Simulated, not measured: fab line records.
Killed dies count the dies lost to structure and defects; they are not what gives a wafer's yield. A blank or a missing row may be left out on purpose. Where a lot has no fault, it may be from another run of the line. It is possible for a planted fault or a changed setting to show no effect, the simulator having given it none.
fab line records | flow n5Finfet | part 1 of 2: steps 1 to 24 of 32
[record] lots = 5 | wafers = 15 | lastDay = 17
route steps=1938 shown BEOL_M3@940
lots that met no fault: from a run of the same line without faults
startH: start of the lot's first displayed wafer, in hours after the record's first day | waitH: how many hours have passed since the lot's step before this one | " as in the row above | L1.1+2: a row that stands for several wafers | - no value present, or no start provided | * or withheld: withheld | < > ~ a bound
route shown NAME@n: names a module that has steps shown in the file, with the first one's number in the route | usual: mean/standard deviation of fault-free wafers | same: alike in all rows | chamber/n: place in a boat | sites: each site's reading | _std_site: how widely they spread, as a standard deviation | _edge_site: outer sites' mean less inner sites' | radiusMm: for every site, how far away it sits from the centre of the wafer | mask NAME#n: copy n | behind: the last tool/chamber to shape the wafer | hold: why the lot was held/for how many hours/how that ended | device: the n, p or np transistor that did not switch | end of line: at the end of the route, the tests of the same wafers | a step given without rows: its recipe and nothing more | killed: the dies lost at the first sort to structure and to defects; this is not the yield of the wafer | map: a wafer's dies, x killed, . not, _ none there
set.NAME: the setting as run; set.NAME@STEP: as run at that earlier step | model.NAME: the simulator's own value behind a step, which no gauge read
certain route steps with their lots: each step a table, each wafer a row
services: from which hour (startH, from the record's first day; less than 0 if before it) a tool's chamber was out of use, for how many hours, and why
[[steps]]
[step N5_BEOL_M3_SOFTBAKE_06]
[recipe] tempC = 110 | timeS = 60 | resist = CAR-EUV
lot.wafer  | tool          | chamber | startH | waitH
L074.1+2+6 | lithoTrack-04 | 0       | -      | -
L080.3+4+6 | lithoTrack-04 | 0       | -      | -
L088.2+3+5 | lithoTrack-03 | 0       | -      | -
L091.2+4+5 | lithoTrack-04 | 0       | -      | -
L097.1+4+6 | lithoTrack-04 | 0       | -      | -
[step N5_BEOL_M3_EXPOSE_08]
[recipe] maskId = M3 | na = 0.33 | sourceShape = dipole | sigmaInner = 0.369 | sigmaOuter = 0.767 | polarization = unpolarized | doseMj = 33
[same] na = 0.33
lot.wafer  | tool          | chamber | startH | waitH | mask
L074.1+2+6 | euvScanner-01 | 0       | 140.87 | -     | M3#0
L080.3+4+6 | euvScanner-01 | 0       | 184.33 | -     | M3#0
L088.2+3+5 | euvScanner-01 | 0       | 233.52 | -     | M3#0
L091.2+4+5 | euvScanner-02 | 0       | 242.70 | -     | M3#0
L097.1+4+6 | euvScanner-01 | 0       | 287.80 | -     | M3#0
[step N5_BEOL_M3_PEB_09]
[recipe] pebTempC = 100 | pebTimeS = 60 | resist = CAR-EUV
lot.wafer  | tool          | chamber | startH | waitH
L074.1+2+6 | lithoTrack-03 | 0       | 140.93 | 0.1
L080.3+4+6 | lithoTrack-02 | 0       | 184.38 | 0.0
L088.2+3+5 | lithoTrack-04 | 0       | 233.58 | 0.0
L091.2+4+5 | lithoTrack-03 | 0       | 242.75 | 0.0
L097.1+4+6 | lithoTrack-03 | 0       | 287.86 | 0.1
[step N5_BEOL_M3_DEVELOP_10]
[recipe] developTimeS = 30 | developer = TMAH | resist = CAR-EUV | rinseLiquid = surfactantRinse | dry = airSpin | devTempC = 23
lot.wafer  | tool          | chamber | startH | waitH
L074.1+2+6 | lithoTrack-03 | 0       | -      | -
L080.3+4+6 | lithoTrack-02 | 0       | -      | -
L088.2+3+5 | lithoTrack-04 | 0       | -      | -
L091.2+4+5 | lithoTrack-03 | 0       | -      | -
L097.1+4+6 | lithoTrack-03 | 0       | -      | -
[step N5_BEOL_M3_CD_MEAS_11]
[recipe] targetCdNm = 17.05 | landingEnergyEv = 500 | detector = seInlens | polarity = opening
[usual] cdNm = 17.09/0.25
lot.wafer | tool     | chamber | startH | waitH | cdNm
L074.1    | cdSem-01 | 0       | 141.00 | -     | 17.10
L074.2    | "        | 0       | "      | "     | 17.15
L074.6    | "        | 0       | "      | "     | 17.34
L080.3    | cdSem-03 | 0       | 184.44 | -     | 17.27
L080.4    | "        | 0       | "      | "     | 17.13
L080.6    | "        | 0       | "      | "     | 16.96
L088.2    | cdSem-01 | 0       | 233.64 | -     | 16.92
L088.3    | "        | 0       | "      | "     | 16.95
L088.5    | "        | 0       | "      | "     | 17.22
L091.2    | cdSem-02 | 0       | 242.82 | -     | 16.88
L091.4    | "        | 0       | "      | "     | 16.76
L091.5    | "        | 0       | "      | "     | 17.05
L097.1    | cdSem-01 | 0       | 287.93 | -     | 16.70
L097.4    | "        | 0       | "      | "     | 17.12
L097.6    | "        | 0       | "      | "     | 17.10
[step N5_BEOL_M3_OVL_MEAS_12]
[recipe] pointsPerWafer = 522
[usual] M3_OVL = 0.0/0.74
lot.wafer | tool       | chamber | startH | waitH | M3_OVL[nm]
L074.1    | overlay-02 | 0       | 141.03 | 0.0   | 0.4
L074.2    | "          | 0       | "      | "     | 1.3
L074.6    | "          | 0       | "      | "     | 0.8
L080.3    | overlay-02 | 0       | 184.48 | 0.0   | 1.0
L080.4    | "          | 0       | "      | "     | 0.6
L080.6    | "          | 0       | "      | "     | 1.1
L088.2    | overlay-02 | 0       | 233.68 | 0.0   | -0.8
L088.3    | "          | 0       | "      | "     | -1.2
L088.5    | "          | 0       | "      | "     | -0.6
L091.2    | overlay-01 | 0       | 242.85 | 0.0   | 0.8
L091.4    | "          | 0       | "      | "     | -0.6
L091.5    | "          | 0       | "      | "     | 1.1
L097.1    | overlay-02 | 0       | 287.96 | 0.0   | 0.2
L097.4    | "          | 0       | "      | "     | 1.5
L097.6    | "          | 0       | "      | "     | 1.6
[step N5_BEOL_M3_INSPECT_13]
[recipe] mode = adi | inspectInstrument = brightfield
[usual] rawDefectCount = 408/98
lot.wafer | tool             | chamber | startH | waitH | rawDefectCount
L074.1    | defectInspect-02 | -       | 141.09 | 0.1   | 245
L074.2    | "                | -       | "      | "     | 412
L074.6    | "                | -       | "      | "     | 478
L080.3    | defectInspect-01 | -       | 184.53 | 0.0   | 430
L080.4    | "                | -       | "      | "     | 502
L080.6    | "                | -       | "      | "     | 438
L088.2    | defectInspect-02 | -       | 233.73 | 0.0   | 297
L088.3    | "                | -       | "      | "     | 369
L088.5    | "                | -       | "      | "     | 424
L091.2    | defectInspect-01 | -       | 242.91 | 0.0   | 417
L091.4    | "                | -       | "      | "     | 312
L091.5    | "                | -       | "      | "     | 352
L097.1    | defectInspect-01 | -       | 288.02 | 0.1   | 450
L097.4    | "                | -       | "      | "     | 400
L097.6    | "                | -       | "      | "     | 387
[step N5_BEOL_M3_DESCUM_16]
[recipe] chemistry = O2 | timeS = 7 | sourcePowerW = 50 | biasPowerW = 20 | pressureMtorr = 20 | rfFrequencyHz = 2.712e+07 | tempC = 40 | resist = CAR-EUV | o2FlowSccm = 225
[usual] drypumpMotorCurrentA = 5.9/0.39 | oesProductAu = 0.82/0.082 | rfVppV = 243.8/1.5 | showerheadPlenumPTorr = 2.14/0.085 | throttleValvePct = 20.34/0.22
lot.wafer | tool       | chamber | startH | waitH | drypumpMotorCurrentA | oesProductAu | rfHoursCounterH | rfVppV | showerheadPlenumPTorr | throttleValvePct
L074.1    | rieDiel-02 | 0       | 141.23 | 0.1   | 6.0                  | 0.86         | 57              | 244.9  | 2.22                  | 20.10
L074.2    | "          | 1       | "      | "     | 6.3                  | 0.76         | 135             | 244.3  | 2.19                  | 20.07
L074.6    | "          | 0       | "      | "     | 6.0                  | 0.85         | -               | 244.7  | 2.22                  | 20.09
L080.3    | rieDiel-03 | 0       | 185.73 | 1.2   | 6.7                  | 0.88         | 24              | 241.6  | 2.05                  | 20.31
L080.4    | "          | 0       | "      | "     | 6.7                  | 0.89         | -               | 243.8  | 2.05                  | 20.32
L080.6    | "          | 2       | "      | "     | 5.3                  | 0.75         | -               | 241.2  | 2.01                  | 20.52
L088.2    | rieDiel-02 | 3       | 233.87 | 0.1   | 5.6                  | 0.90         | 27              | 245.2  | 2.23                  | 20.31
L088.3    | "          | 2       | "      | "     | 6.2                  | 0.74         | 205             | 242.6  | 1.98                  | 20.76
L088.5    | "          | 2       | "      | "     | 6.2                  | 0.73         | -               | 241.8  | 1.98                  | 20.78
L091.2    | rieDiel-03 | 0       | 243.00 | 0.1   | 6.6                  | 0.87         | 42              | 241.5  | 2.04                  | 20.34
L091.4    | "          | 3       | "      | "     | 5.3                  | 0.93         | 13              | 242.0  | 2.05                  | 20.40
L091.5    | "          | 0       | "      | "     | 6.7                  | 0.86         | -               | 242.8  | 2.04                  | 20.34
L097.1    | rieDiel-06 | 1       | 288.05 | 0.0   | 6.2                  | 0.86         | 47              | 243.5  | 2.13                  | 20.13
L097.4    | "          | 0       | "      | "     | 6.0                  | 0.95         | 11              | 242.0  | 2.06                  | 20.26
L097.6    | "          | 3       | "      | "     | 5.8                  | 0.79         | -               | 244.3  | 2.20                  | 20.23
[step N5_BEOL_M3_ETCH_74]
[recipe] chemistry = N2/H2 | target = underlayer | targetDepthA = 65 | maskMaterial = CAR-EUV | timeS = 5.2 | ionEnergyEv = 200 | pressureMtorr = 30 | sourceW = 840 | biasW = 150 | n2FlowSccm = 200 | h2FlowSccm = 200 | ends = cleared
[usual] drypumpMotorCurrentA = 5.9/0.38 | etchRfOnTimeS = 5.18/0.1 | oesProductAu = 0.70/0.073 | rfVppV = 525/3.2 | showerheadPlenumPTorr = 2.59/0.1 | throttleValvePct = 17.77/0.27
lot.wafer | tool       | chamber | startH | waitH | drypumpMotorCurrentA | etchRfOnTimeS | oesProductAu | rfHoursCounterH | rfVppV | showerheadPlenumPTorr | throttleValvePct
L074.1    | rieDiel-02 | 0       | 141.28 | 0.0   | 6.1                  | 5.11          | 0.73         | 57              | 527    | 2.69                  | 17.45
L074.2    | "          | 1       | "      | "     | 6.2                  | 5.18          | 0.65         | 135             | 525    | 2.66                  | 17.49
L074.6    | "          | 0       | "      | "     | 6.1                  | 5.14          | 0.73         | -               | 529    | 2.69                  | 17.46
L080.3    | rieDiel-03 | 0       | 185.76 | 0.0   | 6.7                  | 5.19          | 0.76         | 24              | 521    | 2.49                  | 17.76
L080.4    | "          | 0       | "      | "     | 6.7                  | 5.21          | 0.75         | -               | 522    | 2.49                  | 17.77
L080.6    | "          | 2       | "      | "     | 5.3                  | 5.46          | 0.63         | -               | 521    | 2.45                  | 18.11
L088.2    | rieDiel-02 | 3       | 233.91 | 0.0   | 5.6                  | 5.02          | 0.77         | 27              | 529    | 2.70                  | 17.66
L088.3    | "          | 2       | "      | "     | 6.2                  | 5.27          | 0.62         | 205             | 517    | 2.42                  | 18.28
L088.5    | "          | 2       | "      | "     | 6.2                  | 5.27          | 0.63         | -               | 521    | 2.42                  | 18.25
L091.2    | rieDiel-03 | 0       | 243.04 | 0.0   | 6.7                  | 5.15          | 0.72         | 42              | 524    | 2.48                  | 17.77
L091.4    | "          | 3       | "      | "     | 5.3                  | 5.14          | 0.79         | 13              | 523    | 2.50                  | 17.75
L091.5    | "          | 0       | "      | "     | 6.7                  | 5.15          | 0.73         | -               | 522    | 2.48                  | 17.80
L097.1    | rieDiel-06 | 1       | 288.08 | 0.0   | 6.1                  | 5.16          | 0.74         | 47              | 525    | 2.58                  | 17.51
L097.4    | "          | 0       | "      | "     | 6.0                  | 5.22          | 0.82         | 11              | 522    | 2.49                  | 17.63
L097.6    | "          | 3       | "      | "     | 5.8                  | 5.22          | 0.68         | -               | 529    | 2.67                  | 17.71
[step N5_BEOL_M3_ETCH_63]
[recipe] chemistry = CF4 | target = SiARC | targetDepthA = 156 | maskMaterial = CAR-EUV | timeS = 26 | ionEnergyEv = 80 | pressureMtorr = 40 | sourceW = 545 | biasW = 36 | Ar_flow_sccm = 100 | cf4FlowSccm = 100 | ends = cleared
[usual] drypumpMotorCurrentA = 5.9/0.38 | etchRfOnTimeS = 25.9/0.51 | oesProductAu = 0.70/0.071 | rfVppV = 184.7/1.4 | showerheadPlenumPTorr = 2.18/0.081 | throttleValvePct = 15.51/0.23
lot.wafer | tool       | chamber | startH | waitH | drypumpMotorCurrentA | etchRfOnTimeS | oesProductAu | rfHoursCounterH | rfVppV | showerheadPlenumPTorr | throttleValvePct
L074.1    | rieDiel-02 | 0       | 141.30 | 0.0   | 6.0                  | 25.6          | 0.74         | 57              | 185.9  | 2.26                  | 15.25
L074.2    | "          | 1       | "      | "     | 6.3                  | 25.9          | 0.64         | 135             | 185.3  | 2.23                  | 15.33
L074.6    | "          | 0       | "      | "     | 6.0                  | 25.7          | 0.73         | -               | 184.6  | 2.26                  | 15.25
L080.3    | rieDiel-03 | 0       | 185.78 | 0.0   | 6.7                  | 26.2          | 0.75         | 24              | 183.5  | 2.10                  | 15.49
L080.4    | "          | 0       | "      | "     | 6.7                  | 26.0          | 0.75         | -               | 183.7  | 2.10                  | 15.49
L080.6    | "          | 2       | "      | "     | 5.3                  | 26.8          | 0.64         | -               | 183.5  | 2.06                  | 15.68
L088.2    | rieDiel-02 | 3       | 233.92 | 0.0   | 5.5                  | 24.9          | 0.79         | 28              | 186.5  | 2.28                  | 15.44
L088.3    | "          | 2       | "      | "     | 6.2                  | 26.2          | 0.63         | 205             | 183.2  | 2.04                  | 16.01
L088.5    | "          | 2       | "      | "     | 6.2                  | 26.1          | 0.63         | -               | 182.4  | 2.04                  | 16.01
L091.2    | rieDiel-03 | 0       | 243.05 | 0.0   | 6.7                  | 25.7          | 0.73         | 42              | 184.0  | 2.10                  | 15.52
L091.4    | "          | 3       | "      | "     | 5.3                  | 25.4          | 0.79         | 13              | 184.4  | 2.11                  | 15.56
L091.5    | "          | 0       | "      | "     | 6.6                  | 25.6          | 0.73         | -               | 184.0  | 2.10                  | 15.51
L097.1    | rieDiel-06 | 1       | 288.10 | 0.0   | 6.1                  | 25.7          | 0.74         | 47              | 185.0  | 2.18                  | 15.33
L097.4    | "          | 0       | "      | "     | 6.0                  | 25.8          | 0.81         | 11              | 181.8  | 2.10                  | 15.35
L097.6    | "          | 3       | "      | "     | 5.9                  | 26.1          | 0.69         | -               | 184.8  | 2.24                  | 15.38
[step N5_BEOL_M3_ETCH_64]
[recipe] chemistry = N2/H2 | target = SOC | targetDepthA = 750 | overetchA = 150 | maskMaterial = SiARC | tempC = 40 | timeS = 112.5 | ionEnergyEv = 200 | pressureMtorr = 30 | sourceW = 840 | biasW = 150 | n2FlowSccm = 200 | h2FlowSccm = 200
[usual] drypumpMotorCurrentA = 5.9/0.38 | oesProductAu = 0.65/0.06 | rfVppV = 525.4/2.9 | showerheadPlenumPTorr = 2.60/0.1 | throttleValvePct = 17.73/0.27
lot.wafer | tool       | chamber | startH | waitH | drypumpMotorCurrentA | oesProductAu | rfHoursCounterH | rfVppV | showerheadPlenumPTorr | throttleValvePct
L074.1    | rieDiel-02 | 0       | 141.35 | 0.0   | 6.0                  | 0.68         | 57              | 527.8  | 2.69                  | 17.43
L074.2    | "          | 1       | "      | "     | 6.2                  | 0.60         | 135             | 526.3  | 2.66                  | 17.45
L074.6    | "          | 0       | "      | "     | 6.0                  | 0.68         | -               | 526.7  | 2.69                  | 17.44
L080.3    | rieDiel-03 | 0       | 185.81 | 0.0   | 6.7                  | 0.70         | 24              | 520.7  | 2.49                  | 17.73
L080.4    | "          | 0       | "      | "     | 6.7                  | 0.70         | -               | 521.8  | 2.49                  | 17.71
L080.6    | "          | 2       | "      | "     | 5.3                  | 0.61         | -               | 520.9  | 2.45                  | 18.07
L088.2    | rieDiel-02 | 3       | 233.95 | 0.0   | 5.6                  | 0.71         | 28              | 530.3  | 2.70                  | 17.62
L088.3    | "          | 2       | "      | "     | 6.2                  | 0.59         | 205             | 520.3  | 2.42                  | 18.23
L088.5    | "          | 2       | "      | "     | 6.2                  | 0.58         | -               | 519.5  | 2.42                  | 18.23
L091.2    | rieDiel-03 | 0       | 243.08 | 0.0   | 6.6                  | 0.68         | 42              | 522.0  | 2.48                  | 17.75
L091.4    | "          | 3       | "      | "     | 5.4                  | 0.72         | 13              | 522.5  | 2.50                  | 17.74
L091.5    | "          | 0       | "      | "     | 6.7                  | 0.68         | -               | 521.1  | 2.48                  | 17.74
L097.1    | rieDiel-06 | 1       | 288.13 | 0.0   | 6.2                  | 0.68         | 47              | 524.4  | 2.58                  | 17.48
L097.4    | "          | 0       | "      | "     | 6.0                  | 0.75         | 11              | 523.6  | 2.49                  | 17.61
L097.6    | "          | 3       | "      | "     | 5.8                  | 0.63         | -               | 527.1  | 2.67                  | 17.71
[step N5_BEOL_M3_STRIP_65]
[recipe] chemistry = N2/H2 | tempC = 40 | n2FlowSccm = 200 | h2FlowSccm = 200 | rfFrequencyHz = 6e+07
lot.wafer  | tool       | chamber | startH | waitH
L074.1+2+6 | rieDiel-02 | 0,1,0   | 141.51 | 0.1
L080.3+4+6 | rieDiel-03 | 0,0,2   | 185.92 | 0.1
L088.2+3+5 | rieDiel-02 | 3,2,2   | 234.06 | 0.1
L091.2+4+5 | rieDiel-03 | 0,3,0   | 243.19 | 0.1
L097.1+4+6 | rieDiel-06 | 1,0,3   | 288.24 | 0.1
[step N5_BEOL_M3_STRIP_75]
[recipe] chemistry = N2/H2 | tempC = 40 | n2FlowSccm = 200 | h2FlowSccm = 200 | rfFrequencyHz = 6e+07
lot.wafer  | tool       | chamber | startH | waitH
L074.1+2+6 | rieDiel-02 | 0,1,0   | 141.52 | 0.0
L080.3+4+6 | rieDiel-03 | 0,0,2   | 185.93 | 0.0
L088.2+3+5 | rieDiel-02 | 3,2,2   | 234.07 | 0.0
L091.2+4+5 | rieDiel-03 | 0,3,0   | 243.20 | 0.0
L097.1+4+6 | rieDiel-06 | 1,0,3   | 288.25 | 0.0
[step N5_BEOL_M3_STRIP_66]
[recipe] chemistry = CF4 | resist = SiARC | powerW = 300 | biasPowerW = 75 | pressureMtorr = 50 | cf4FlowSccm = 150 | rfFrequencyHz = 6e+07
[usual] drypumpMotorCurrentA = 5.9/0.39 | oesProductAu = 0.81/0.075 | rfVppV = 271.9/1.7 | showerheadPlenumPTorr = 1.83/0.067 | throttleValvePct = 13.48/0.23
lot.wafer | tool       | chamber | startH | waitH | drypumpMotorCurrentA | oesProductAu | rfHoursCounterH | rfVppV | showerheadPlenumPTorr | throttleValvePct
L074.1    | rieDiel-02 | 0       | 141.54 | 0.0   | 6.0                  | 0.84         | 58              | 273.5  | 1.89                  | 13.22
L074.2    | "          | 1       | "      | "     | 6.2                  | 0.75         | 135             | 273.5  | 1.87                  | 13.35
L074.6    | "          | 0       | "      | "     | 6.0                  | 0.85         | -               | 272.1  | 1.89                  | 13.21
L080.3    | rieDiel-03 | 0       | 185.94 | 0.0   | 6.7                  | 0.88         | 24              | 268.9  | 1.77                  | 13.43
L080.4    | "          | 0       | "      | "     | 6.7                  | 0.88         | -               | 270.7  | 1.77                  | 13.42
L080.6    | "          | 2       | "      | "     | 5.3                  | 0.75         | -               | 271.8  | 1.73                  | 13.69
L088.2    | rieDiel-02 | 3       | 234.08 | 0.0   | 5.6                  | 0.89         | 28              | 274.8  | 1.90                  | 13.37
L088.3    | "          | 2       | "      | "     | 6.2                  | 0.72         | 205             | 270.4  | 1.71                  | 13.97
L088.5    | "          | 2       | "      | "     | 6.2                  | 0.73         | -               | 268.9  | 1.71                  | 13.98
L091.2    | rieDiel-03 | 0       | 243.21 | 0.0   | 6.6                  | 0.85         | 42              | 271.2  | 1.76                  | 13.47
L091.4    | "          | 3       | "      | "     | 5.3                  | 0.90         | 13              | 270.9  | 1.76                  | 13.49
L091.5    | "          | 0       | "      | "     | 6.6                  | 0.84         | -               | 270.5  | 1.76                  | 13.46
L097.1    | rieDiel-06 | 1       | 288.26 | 0.0   | 6.1                  | 0.85         | 47              | 273.0  | 1.82                  | 13.29
L097.4    | "          | 0       | "      | "     | 6.0                  | 0.94         | 11              | 271.2  | 1.76                  | 13.27
L097.6    | "          | 3       | "      | "     | 5.8                  | 0.79         | -               | 273.5  | 1.88                  | 13.39
[step N5_BEOL_M3_HM_OPEN_17]
[recipe] chemistry = Cl2/BCl3 | targetDepthA = 200 | overetchA = 60 | target = TiN | maskMaterial = SOC | ionEnergyEv = 150 | pressureMtorr = 10 | icpW = 1000 | biasW = 126 | Cl2_flow_sccm = 53.25 | bcl3FlowSccm = 21.75 | Ar_flow_sccm = 25
[usual] drypumpMotorCurrentA = 5.5/0.39 | heBacksideLeakSccm = 3.47/0.22 | oesProductAu = 0.66/0.052 | throttleValvePct = 22.2/0.34
lot.wafer | tool        | chamber | startH | waitH | drypumpMotorCurrentA | heBacksideLeakSccm | oesProductAu | rfHoursCounterH | throttleValvePct
L074.1    | rieMetal-02 | 0       | 141.59 | 0.0   | 5.5                  | 3.34               | 0.64         | 38              | 21.6
L074.2    | "           | 1       | "      | "     | 5.3                  | 3.37               | 0.72         | 17              | 22.0
L074.6    | "           | 0       | "      | "     | 5.5                  | 3.41               | 0.65         | -               | 21.6
L080.3    | rieMetal-02 | 1       | 186.01 | 0.1   | 5.3                  | 3.31               | 0.71         | -               | 22.0
L080.4    | "           | 0       | "      | "     | 5.5                  | 3.42               | 0.64         | -               | 21.6
L080.6    | "           | 0       | "      | "     | 5.5                  | 3.44               | 0.64         | -               | 21.6
L088.2    | rieMetal-03 | 0       | 234.12 | 0.0   | 4.9                  | 3.54               | 0.57         | 96              | 22.7
L088.3    | "           | 0       | "      | "     | 4.9                  | 3.15               | 0.56         | -               | 22.8
L088.5    | "           | 1       | "      | "     | 5.6                  | 3.57               | 0.76         | -               | 22.3
L091.2    | rieMetal-02 | 1       | 243.25 | 0.0   | 5.2                  | 3.29               | 0.70         | 26              | 22.0
L091.4    | "           | 1       | "      | "     | 5.2                  | 3.39               | 0.71         | -               | 22.0
L091.5    | "           | 0       | "      | "     | 5.5                  | 3.48               | 0.64         | -               | 21.6
L097.1    | rieMetal-01 | 0       | 288.30 | 0.0   | 5.3                  | 3.70               | 0.60         | 74              | 22.0
L097.4    | "           | 1       | "      | "     | 6.1                  | 3.31               | 0.66         | -               | 22.5
L097.6    | "           | 0       | "      | "     | 5.2                  | 3.67               | 0.60         | -               | 22.0
[step N5_BEOL_M3_STRIP_19]
[recipe] chemistry = O2 | powerW = 400 | tempC = 40 | pressureMtorr = 30 | rfFrequencyHz = 6e+07 | biasPowerW = 0 | overashFraction = 0.2 | o2FlowSccm = 225
[usual] drypumpMotorCurrentA = 5.9/0.42 | oesProductAu = 0.81/0.083 | rfVppV = 3.7/0.47 | showerheadPlenumPTorr = 2.13/0.084 | throttleValvePct = 16.60/0.23
lot.wafer | tool       | chamber | startH | waitH | drypumpMotorCurrentA | oesProductAu | rfHoursCounterH | rfVppV | showerheadPlenumPTorr | throttleValvePct
L074.1    | rieDiel-02 | 1       | 141.73 | 0.1   | 6.2                  | 0.76         | 136             | 3.7    | 2.19                  | 16.36
L074.2    | "          | 0       | "      | "     | 6.0                  | 0.86         | 58              | 3.5    | 2.22                  | 16.32
L074.6    | "          | 0       | "      | "     | 6.0                  | 0.87         | -               | 3.2    | 2.22                  | 16.31
L080.3    | rieDiel-02 | 1       | 186.17 | 0.1   | 6.3                  | 0.74         | 153             | 3.8    | 2.18                  | 16.38
L080.4    | "          | 2       | "      | "     | 6.2                  | 0.74         | 191             | 3.7    | 1.99                  | 17.01
L080.6    | "          | 2       | "      | "     | 6.2                  | 0.74         | -               | 3.7    | 1.99                  | 16.99
L088.2    | rieDiel-03 | 3       | 234.36 | 0.2   | 5.3                  | 0.93         | 10              | 3.7    | 2.05                  | 16.58
L088.3    | "          | 0       | "      | "     | 6.6                  | 0.86         | 39              | 3.0    | 2.05                  | 16.55
L088.5    | "          | 1       | "      | "     | 6.0                  | 0.72         | -               | 3.0    | 2.18                  | 16.93
L091.2    | rieDiel-03 | 0       | 243.36 | 0.1   | 6.7                  | 0.86         | 42              | 3.8    | 2.05                  | 16.54
L091.4    | "          | 1       | "      | "     | 6.0                  | 0.72         | 186             | 3.9    | 2.18                  | 16.95
L091.5    | "          | 0       | "      | "     | 6.7                  | 0.86         | -               | 3.9    | 2.05                  | 16.54
L097.1    | rieDiel-02 | 1       | 288.41 | 0.1   | 6.2                  | 0.71         | 187             | 3.1    | 2.17                  | 16.45
L097.4    | "          | 0       | "      | "     | 6.0                  | 0.79         | 105             | 3.5    | 2.20                  | 16.41
L097.6    | "          | 1       | "      | "     | 6.2                  | 0.72         | -               | 4.1    | 2.17                  | 16.46
[step N5_BEOL_M3_CD_MEAS_18]
[recipe] pitchNm = 36 | targetCdNm = 18
[usual] cdNm = 18.00/0.28
lot.wafer | tool     | chamber | startH | waitH | cdNm
L074.1    | cdSem-03 | -       | 141.82 | 0.1   | 17.97
L074.2    | "        | -       | "      | "     | 17.96
L074.6    | "        | -       | "      | "     | 18.06
L080.3    | cdSem-02 | -       | 186.25 | 0.1   | 17.98
L080.4    | "        | -       | "      | "     | 18.22
L080.6    | "        | -       | "      | "     | 18.17
L088.2    | cdSem-02 | -       | 234.43 | 0.1   | 17.72
L088.3    | "        | -       | "      | "     | 18.16
L088.5    | "        | -       | "      | "     | 18.20
L091.2    | cdSem-03 | -       | 243.44 | 0.1   | 18.24
L091.4    | "        | -       | "      | "     | 18.31
L091.5    | "        | -       | "      | "     | 17.99
L097.1    | cdSem-01 | -       | 288.48 | 0.0   | 17.76
L097.4    | "        | -       | "      | "     | 18.14
L097.6    | "        | -       | "      | "     | 17.96
[step N5_BEOL_M3_COAT_67]
[recipe] resist = SOC | tempC = 250 | timeS = 60 | spinRpm = 1500 | resistThkNm = 60
lot.wafer  | tool          | chamber | startH | waitH
L074.1+2+6 | lithoTrack-04 | 0       | 141.86 | 0.0
L080.3+4+6 | lithoTrack-02 | 0       | 186.28 | 0.0
L088.2+3+5 | lithoTrack-04 | 0       | 234.47 | 0.0
L091.2+4+5 | lithoTrack-03 | 0       | 243.47 | 0.0
L097.1+4+6 | lithoTrack-03 | 0       | 288.51 | 0.0
[step N5_BEOL_M3_COAT_68]
[recipe] resist = SiARC | tempC = 220 | timeS = 60 | spinRpm = 1500 | resistThkNm = 12
lot.wafer  | tool          | chamber | startH | waitH
L074.1+2+6 | lithoTrack-04 | 0       | -      | -
L080.3+4+6 | lithoTrack-02 | 0       | -      | -
L088.2+3+5 | lithoTrack-04 | 0       | -      | -
L091.2+4+5 | lithoTrack-03 | 0       | -      | -
L097.1+4+6 | lithoTrack-03 | 0       | -      | -
[step N5_BEOL_M3_COAT_76]
[recipe] resist = underlayer | tempC = 205 | timeS = 60 | spinRpm = 1500 | resistThkNm = 5
lot.wafer  | tool          | chamber | startH | waitH
L074.1+2+6 | lithoTrack-04 | 0       | -      | -
L080.3+4+6 | lithoTrack-02 | 0       | -      | -
L088.2+3+5 | lithoTrack-04 | 0       | -      | -
L091.2+4+5 | lithoTrack-03 | 0       | -      | -
L097.1+4+6 | lithoTrack-03 | 0       | -      | -
[step N5_BEOL_M3_COAT_22]
[recipe] resist = CAR-EUV | spinRpm = 1500 | resistThkNm = 30
lot.wafer  | tool          | chamber | startH | waitH
L074.1+2+6 | lithoTrack-04 | 0       | -      | -
L080.3+4+6 | lithoTrack-02 | 0       | -      | -
L088.2+3+5 | lithoTrack-04 | 0       | -      | -
L091.2+4+5 | lithoTrack-03 | 0       | -      | -
L097.1+4+6 | lithoTrack-03 | 0       | -      | -
[step N5_BEOL_M3_EBR_24]
[recipe] solvent = PGMEA | ebrWidthMm = 1.5
lot.wafer  | tool          | chamber | startH | waitH
L074.1+2+6 | lithoTrack-04 | 0       | -      | -
L080.3+4+6 | lithoTrack-02 | 0       | -      | -
L088.2+3+5 | lithoTrack-04 | 0       | -      | -
L091.2+4+5 | lithoTrack-03 | 0       | -      | -
L097.1+4+6 | lithoTrack-03 | 0       | -      | -
[step N5_BEOL_M3_SOFTBAKE_23]
[recipe] tempC = 110 | timeS = 60 | resist = CAR-EUV
lot.wafer  | tool          | chamber | startH | waitH
L074.1+2+6 | lithoTrack-04 | 0       | -      | -
L080.3+4+6 | lithoTrack-02 | 0       | -      | -
L088.2+3+5 | lithoTrack-04 | 0       | -      | -
L091.2+4+5 | lithoTrack-03 | 0       | -      | -
L097.1+4+6 | lithoTrack-03 | 0       | -      | -
[step N5_BEOL_M3_EXPOSE_25]
[recipe] maskId = V2 | na = 0.33 | sourceShape = quasar | sigmaInner = 0.2 | sigmaOuter = 0.8 | polarization = unpolarized | defocusNm = 5 | doseMj = 63
[same] na = 0.33
lot.wafer  | tool          | chamber | startH | waitH | mask
L074.1+2+6 | euvScanner-02 | 0       | 142.12 | -     | V2#0
L080.3+4+6 | euvScanner-01 | 0       | 186.44 | -     | V2#0
L088.2+3+5 | euvScanner-02 | 0       | 234.61 | -     | V2#0
L091.2+4+5 | euvScanner-02 | 0       | 243.62 | -     | V2#0
L097.1+4+6 | euvScanner-02 | 0       | 288.78 | -     | V2#0
